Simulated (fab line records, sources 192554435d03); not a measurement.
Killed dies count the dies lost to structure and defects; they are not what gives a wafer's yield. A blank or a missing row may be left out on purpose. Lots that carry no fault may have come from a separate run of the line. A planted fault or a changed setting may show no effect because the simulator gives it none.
fab line records	flow n5_finfet
record: lots: 7	wafers: 39
route steps=1938 shown BEOL_M11@1578 PAD_METAL@1896
start_h: hours from the record's opening day to when the first of the lot's shown wafers began	wait_h: time in hours since the lot's previous step	" same as the row above	L1.1+2: a row that stands for several wafers	- either no value or no given start	* or withheld: withheld	< > ~ a bound
route shown NAME@n: NAME is a module with steps in the file, n the number in the route of the first one	usual: average and standard deviation across the fault-free wafers	same: alike in all rows	chamber/n: place in a boat	sites: each site's reading	_std_site: their standard deviation	_edge_site: inner sites' mean taken away from outer sites' mean	radius_mm: how far each site lies from the wafer's centre	mask NAME#n: copy n	behind: the last tool/chamber to shape the wafer	hold: cause of the lot's hold/its duration in hours/its outcome	device: the n, p or np transistor that did not switch	end of line: at the end of the route, the tests of the same wafers	step lacking rows: just its recipe	killed: dies lost to structure and defects at the first sort, not the wafer's yield	map: a wafer's dies, marking killed ones x, the rest . and places with no die _
set.NAME: setting as actually run; set.NAME@STEP: the setting as run at that earlier step	model.NAME: the simulator's own value behind a step, which no gauge read
lots with deliberately changed settings; one table per step, one row per wafer
== steps ==
step: N5_BEOL_M11_TRENCH_ETCH_37
recipe: chemistry: C4F6/O2	target_depth_a: 1488.3	target: SiCOH_lowk	time_s: 48	ion_energy_ev: 250	pressure_mtorr: 30	source_w: 345	bias_w: 185	Ar_flow_sccm: 300	C4F6_flow_sccm: 10	O2_flow_sccm: 10
lot.wafer	tool	chamber	start_h	wait_h	set.time_s	model.BEOL_M11.feature_depth_nm	model.etch.depth_nm	model.TiN_of_BEOL_M11_HM_DEP_02.thk_nm
L081.1	rie_diel-06	0	-	-	22.17	66.8	66.85	18
L081.2	"	3	"	"	48	146.2	146.2	16
L081.3	"	2	"	"	48	151.2	151.3	15.2
L081.4	"	0	"	"	22.17	67.6	67.63	18
L081.5	"	2	"	"	48	149	148.9	16
L081.6	"	3	"	"	22.17	67.4	67.36	17.6
L083.1	rie_diel-05	0	-	-	32.6	102	101.9	16.8
L083.2	"	1	"	"	48	149.6	149.5	15.4
L083.3	"	2	"	"	32.6	105.8	105.7	17
L083.4	"	3	"	"	48	146.6	146.7	15.6
L083.5	"	0	"	"	48	150.6	150.6	15.4
L083.6	"	1	"	"	32.6	102.2	102.2	17.2
L084.1	rie_diel-01	1	-	-	24.75	72.4	72.47	18.2
L084.2	"	3	"	"	24.75	76.8	76.81	17.8
L084.3	"	0	"	"	48	147.4	147.4	16.2
L084.4	"	2	"	"	48	151.6	151.7	16.2
L084.5	"	3	"	"	24.75	76.8	76.86	18
L084.6	"	0	"	"	48	146.6	146.7	16
L086.1	rie_diel-06	3	-	-	48	147.2	147.1	15.8
L086.2	"	0	"	"	48	145.4	145.4	15.8
L086.3	"	2	"	"	48	151.2	151.1	15.6
L087.1	rie_diel-01	3	-	-	48	149.8	149.8	16.2
L087.2	"	2	"	"	48	151.4	151.4	15.6
L087.3	"	0	"	"	48	147.8	147.8	16
L087.4	"	3	"	"	48	150.2	150.1	15.4
L087.5	"	0	"	"	48	147.2	147.2	15.6
L087.6	"	2	"	"	48	150.6	150.6	15.8
L091.1	rie_diel-01	3	-	-	48	149.2	149.2	15.8
L091.2	"	1	"	"	48	148.8	148.8	16
L091.3	"	2	"	"	27.62	86.6	86.63	17.2
L091.4	"	3	"	"	48	149.6	149.6	15.6
L091.5	"	1	"	"	27.62	85.4	85.46	17.8
L091.6	"	2	"	"	27.62	86.6	86.64	17.4
L096.1	rie_diel-01	1	-	-	48	148.6	148.7	15.8
L096.2	"	2	"	"	48	150.8	150.7	15.6
L096.3	"	0	"	"	22.89	71.4	71.35	18.4
L096.4	"	2	"	"	48	150.4	150.5	15.8
L096.5	"	0	"	"	22.89	72.2	72.28	18
L096.6	"	1	"	"	22.89	71.4	71.49	18
step: N5_BEOL_M11_ETCH_41
recipe: chemistry: CH3F/O2	target: SiCN	target_depth_a: 426	taper_deg: 2	time_s: 86	ion_energy_ev: 120	mask_material: TiN	pressure_mtorr: 30	source_w: 395	bias_w: 75	Ar_flow_sccm: 150	CH3F_flow_sccm: 30	O2_flow_sccm: 20
step: N5_BEOL_M11_STRIP_77
recipe: chemistry: N2/H2	time_s: 10	power_w: 450	temp_c: 40	pressure_mtorr: 20	rf_frequency_hz: 6e+07	bias_power_w: 7	n2_flow_sccm: 200	h2_flow_sccm: 200
step: N5_BEOL_M11_OCD_MEAS_38
usual: trench_depth_nm: 149/3.2
lot.wafer	tool	chamber	start_h	wait_h	set.time_s@BEOL_M11_TRENCH_ETCH_37	trench_depth_nm
L081.1	ocd-02	-	269.36	-	22.17	67
L081.2	"	-	"	"	48	147
L081.3	"	-	"	"	48	151
L081.4	"	-	"	"	22.17	67
L081.5	"	-	"	"	48	149
L081.6	"	-	"	"	22.17	67
L083.1	ocd-01	-	282.02	-	32.6	102
L083.2	"	-	"	"	48	149
L083.3	"	-	"	"	32.6	106
L083.4	"	-	"	"	48	147
L083.5	"	-	"	"	48	150
L083.6	"	-	"	"	32.6	102
L084.1	ocd-02	-	291.29	-	24.75	72
L084.2	"	-	"	"	24.75	77
L084.3	"	-	"	"	48	147
L084.4	"	-	"	"	48	152
L084.5	"	-	"	"	24.75	77
L084.6	"	-	"	"	48	147
L086.1	ocd-02	-	293.79	-	48	147
L086.2	"	-	"	"	48	146
L086.3	"	-	"	"	48	150
L087.1	ocd-02	-	315.76	-	48	-
L087.2	"	-	"	"	48	-
L087.3	"	-	"	"	48	147
L087.4	"	-	"	"	48	151
L087.5	"	-	"	"	48	-
L087.6	"	-	"	"	48	151
L091.1	ocd-01	-	341.37	-	48	150
L091.2	"	-	"	"	48	149
L091.3	"	-	"	"	27.62	87
L091.4	"	-	"	"	48	150
L091.5	"	-	"	"	27.62	86
L091.6	"	-	"	"	27.62	86
L096.1	ocd-02	-	371.34	-	48	149
L096.2	"	-	"	"	48	151
L096.3	"	-	"	"	22.89	71
L096.4	"	-	"	"	48	150
L096.5	"	-	"	"	22.89	72
L096.6	"	-	"	"	22.89	72
step: N5_BEOL_M11_HM_STRIP_39
recipe: chemistry: peroxide_tin_strip	material: TiN	target_depth_a: 250	temp_c: 50	time_s: 158
step: N5_BEOL_M11_SRD_40
recipe: time_s: 30	temp_c: 23	rinse_liquid: diw	dry: ipa_marangoni
step: N5_BEOL_M11_ECD_50
recipe: material: Cu	target_thk_a: 3180
step: N5_BEOL_M11_ANNEAL_51
recipe: temp_c: 225	time_s: 90	ambient: N2
step: N5_BEOL_M11_CMP_52
recipe: stop_on: SiCOH_lowk	t_overpolish_s: 7	down_force_psi: 1	platen_rpm: 50	clearing_platen_down_force_psi: 1.5	clearing_platen_rpm: 50	post_cmp_clean: cu_alkaline	target_thk_nm: 140	clearing_platen_pad_velocity_m_s: 0.99484	pad_velocity_m_s: 0.99484
lot.wafer	tool	chamber	start_h	wait_h	set.time_s@BEOL_M11_TRENCH_ETCH_37	model.Cu_of_BEOL_M11_ECD_50.thk_nm
L081.3	cmp-02	2	271.50	0.2	48	141.8
L081.2	"	3	"	"	48	137
L081.4+1	"	0,1	"	"	22.17	58.6
L081.5	"	2	"	"	48	140
L081.6	"	3	"	"	22.17	57.6
L083.1	cmp-02	2	284.63	0.3	32.6	92.6
L083.2	"	3	"	"	48	141
L083.3	"	0	"	"	32.6	96.8
L083.4	"	1	"	"	48	138.6
L083.6	"	2	"	"	32.6	93.8
L083.5	"	3	"	"	48	141.6
L084.4	cmp-02	0	293.38	0.1	48	142.6
L084.1	"	1	"	"	24.75	65
L084.2	"	2	"	"	24.75	69.4
L084.3	"	3	"	"	48	140
L084.6	"	0	"	"	48	138.8
L084.5	"	1	"	"	24.75	69.6
L086.2	cmp-02	0	295.76	0.4	48	137.2
L086.1	"	1	"	"	48	139.4
L086.3	"	2	"	"	48	143.6
L087.4	cmp-03	2	318.56	0.1	48	140.4
L087.1+6	"	3	"	"	48	139.2
L087.3	"	0	"	"	48	138.8
L087.2	"	1	"	"	48	142
L087.5	"	2	"	"	48	138.2
L091.3	cmp-02	2	344.46	0.2	27.62	79.2
L091.1	"	3	"	"	48	141
L091.2	"	0	"	"	48	140.6
L091.4	"	1	"	"	48	140.8
L091.6	"	2	"	"	27.62	78.8
L091.5	"	3	"	"	27.62	76.6
L096.3	cmp-03	2	374.36	0.2	22.89	61
L096.2	"	3	"	"	48	139.4
L096.1	"	0	"	"	48	138.6
L096.4	"	1	"	"	48	140
L096.6	"	2	"	"	22.89	60.6
L096.5	"	3	"	"	22.89	60.8
step: N5_BEOL_M11_THK_MEAS_53
recipe: thk_meas_gauge: xrf	reads: Cu_of_BEOL_M11_ECD_50
usual: M11_THK: 138/3.4
lot.wafer	tool	chamber	start_h	wait_h	set.time_s@BEOL_M11_TRENCH_ETCH_37	M11_THK[nm]
L081.1	film_metro-02	-	271.80	-	22.17	58
L081.2	"	-	"	"	48	137
L081.3	"	-	"	"	48	142
L081.4	"	-	"	"	22.17	58
L081.5	"	-	"	"	48	140
L081.6	"	-	"	"	22.17	57
L083.1	film_metro-01	-	284.93	-	32.6	92
L083.2	"	-	"	"	48	139
L083.3	"	-	"	"	32.6	96
L083.4	"	-	"	"	48	138
L083.5	"	-	"	"	48	140
L083.6	"	-	"	"	32.6	93
L084.1	film_metro-02	-	293.68	-	24.75	65
L084.2	"	-	"	"	24.75	69
L084.3	"	-	"	"	48	139
L084.4	"	-	"	"	48	142
L084.5	"	-	"	"	24.75	69
L084.6	"	-	"	"	48	138
L086.1	film_metro-01	-	296.02	-	48	137
L086.2	"	-	"	"	48	134
L086.3	"	-	"	"	48	141
L087.1	film_metro-02	-	318.85	-	48	-
L087.2	"	-	"	"	48	-
L087.3	"	-	"	"	48	137
L087.4	"	-	"	"	48	138
L087.5	"	-	"	"	48	-
L087.6	"	-	"	"	48	137
L091.1	film_metro-01	-	344.76	-	48	140
L091.2	"	-	"	"	48	140
L091.3	"	-	"	"	27.62	78
L091.4	"	-	"	"	48	139
L091.5	"	-	"	"	27.62	76
L091.6	"	-	"	"	27.62	78
L096.1	film_metro-02	-	374.65	-	48	136
L096.2	"	-	"	"	48	136
L096.3	"	-	"	"	22.89	60
L096.4	"	-	"	"	48	137
L096.5	"	-	"	"	22.89	60
L096.6	"	-	"	"	22.89	59
step: N5_BEOL_M11_PRE_CLEAN_55
recipe: gas: NH3	time_s: 15	temp_c: withheld	rf_power_w: 300
step: N5_BEOL_M11_DEP_56
recipe: material: SiCN	target_thk_a: 300	temp_c: withheld	precursor: 3MS/NH3	pressure_torr: 3	rf_w: 675	time_s: 10.5
step: N5_BEOL_M11_RS_MEAS_57
recipe: thk_meas_gauge: four-point-probe	reads: Cu_of_BEOL_M11_ECD_50+Co_of_BEOL_M11_CVD_75+TaN_of_BEOL_M11_ALD_74
usual: M11_RS: 0.151/0.0041
lot.wafer	tool	chamber	start_h	wait_h	set.time_s@BEOL_M11_TRENCH_ETCH_37	M11_RS[ohm/sq]
L081.1	film_metro-01	-	271.92	0.0	22.17	0.415
L081.2	"	-	"	"	48	0.154
L081.3	"	-	"	"	48	0.149
L081.4	"	-	"	"	22.17	0.414
L081.5	"	-	"	"	48	0.151
L081.6	"	-	"	"	22.17	0.423
L083.1	film_metro-01	-	285.05	0.0	32.6	0.240
L083.2	"	-	"	"	48	0.150
L083.3	"	-	"	"	32.6	0.228
L083.4	"	-	"	"	48	0.152
L083.5	"	-	"	"	48	0.149
L083.6	"	-	"	"	32.6	0.236
L084.1	film_metro-01	-	293.80	0.0	24.75	0.363
L084.2	"	-	"	"	24.75	0.337
L084.3	"	-	"	"	48	0.151
L084.4	"	-	"	"	48	0.147
L084.5	"	-	"	"	24.75	0.335
L084.6	"	-	"	"	48	0.152
L086.1	film_metro-02	-	296.14	0.0	48	0.152
L086.2	"	-	"	"	48	0.154
L086.3	"	-	"	"	48	0.147
L087.1	film_metro-02	-	318.98	0.0	48	-
L087.2	"	-	"	"	48	-
L087.3	"	-	"	"	48	0.152
L087.4	"	-	"	"	48	0.150
L087.5	"	-	"	"	48	-
L087.6	"	-	"	"	48	0.152
L091.1	film_metro-02	-	344.88	0.0	48	0.150
L091.2	"	-	"	"	48	0.150
L091.3	"	-	"	"	27.62	0.289
L091.4	"	-	"	"	48	0.150
L091.5	"	-	"	"	27.62	0.300
L091.6	"	-	"	"	27.62	0.291
L096.1	film_metro-01	-	374.78	0.0	48	0.152
L096.2	"	-	"	"	48	0.152
L096.3	"	-	"	"	22.89	0.394
L096.4	"	-	"	"	48	0.151
L096.5	"	-	"	"	22.89	0.395
L096.6	"	-	"	"	22.89	0.397
step: N5_PASSIVATION_AL_DEP_21
recipe: material: Al	target_thk_a: 28000	temp_c: 400	time_s: 170	power_w: 30000	chamber_pressure_pa: 0.4	gas: Ar
lot.wafer	tool	chamber	start_h	wait_h	set.time_s	model.Al_of_PASSIVATION_AL_DEP_21.thk_nm
L081.1	pvd_sputter-01	-	309.89	0.1	71.26	1217
L081.2	"	-	"	"	71.26	1161
L081.3	"	-	"	"	170	2819
L081.4	"	-	"	"	170	2879
L081.5	"	-	"	"	170	2860
L081.6	"	-	"	"	71.26	1206
L083.1	pvd_sputter-01	-	325.86	0.1	170	2817
L083.2	"	-	"	"	170	2792
L083.3	"	-	"	"	170	2767
L083.4	"	-	"	"	170	2761
L083.5	"	-	"	"	170	2770
L083.6	"	-	"	"	170	2771
L084.1	pvd_sputter-01	-	341.87	0.1	245	4025
L084.2	"	-	"	"	245	4082
L084.3	"	-	"	"	245	4095
L084.4	"	-	"	"	170	2808
L084.5	"	-	"	"	170	2820
L084.6	"	-	"	"	170	2798
L086.1	pvd_sputter-01	-	346.55	0.1	170	2892
L086.2	"	-	"	"	170	2844
L086.3	"	-	"	"	170	2799
L087.1	pvd_sputter-02	-	354.20	0.1	170	2748
L087.2	"	-	"	"	170	2791
L087.3	"	-	"	"	170	2823
L087.4	"	-	"	"	170	2822
L087.5	"	-	"	"	170	2832
L087.6	"	-	"	"	170	2774
L091.1	pvd_sputter-02	-	388.12	0.1	237.5	3970
L091.2	"	-	"	"	237.5	3893
L091.3	"	-	"	"	237.5	3940
L091.4	"	-	"	"	170	2792
L091.5	"	-	"	"	170	2827
L091.6	"	-	"	"	170	2790
L096.1	pvd_sputter-02	-	407.93	0.1	246.9	4087
L096.2	"	-	"	"	170	2755
L096.3	"	-	"	"	246.9	4042
L096.4	"	-	"	"	170	2764
L096.5	"	-	"	"	246.9	4075
L096.6	"	-	"	"	170	2739
== key ==
split: step: N5_BEOL_M11_TRENCH_ETCH_37	setting: time_s	stated: 48	by: wafer
response: step: N5_BEOL_M11_TRENCH_ETCH_37	reading: model.BEOL_M11.feature_depth_nm	change: +1.5	per: 1%	r: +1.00
response: step: N5_BEOL_M11_TRENCH_ETCH_37	reading: model.etch.depth_nm	change: +1.5	per: 1%	r: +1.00
response: step: N5_BEOL_M11_TRENCH_ETCH_37	reading: model.TiN_of_BEOL_M11_HM_DEP_02.thk_nm	change: -0.0417	per: 1%	r: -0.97
response: step: N5_BEOL_M11_OCD_MEAS_38	reading: trench_depth_nm	change: +1.5	per: 1%	r: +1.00
response: step: N5_BEOL_M11_CMP_52	reading: model.Cu_of_BEOL_M11_ECD_50.thk_nm	change: +1.49	per: 1%	r: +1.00
response: step: N5_BEOL_M11_THK_MEAS_53	reading: M11_THK	change: +1.48	per: 1%	r: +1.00
response: step: N5_BEOL_M11_RS_MEAS_57	reading: M11_RS	change: -0.0042	per: 1%	r: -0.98
split: step: N5_PASSIVATION_AL_DEP_21	setting: time_s	stated: 170	by: wafer
response: step: N5_PASSIVATION_AL_DEP_21	reading: model.Al_of_PASSIVATION_AL_DEP_21.thk_nm	change: +28.7	per: 1%	r: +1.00
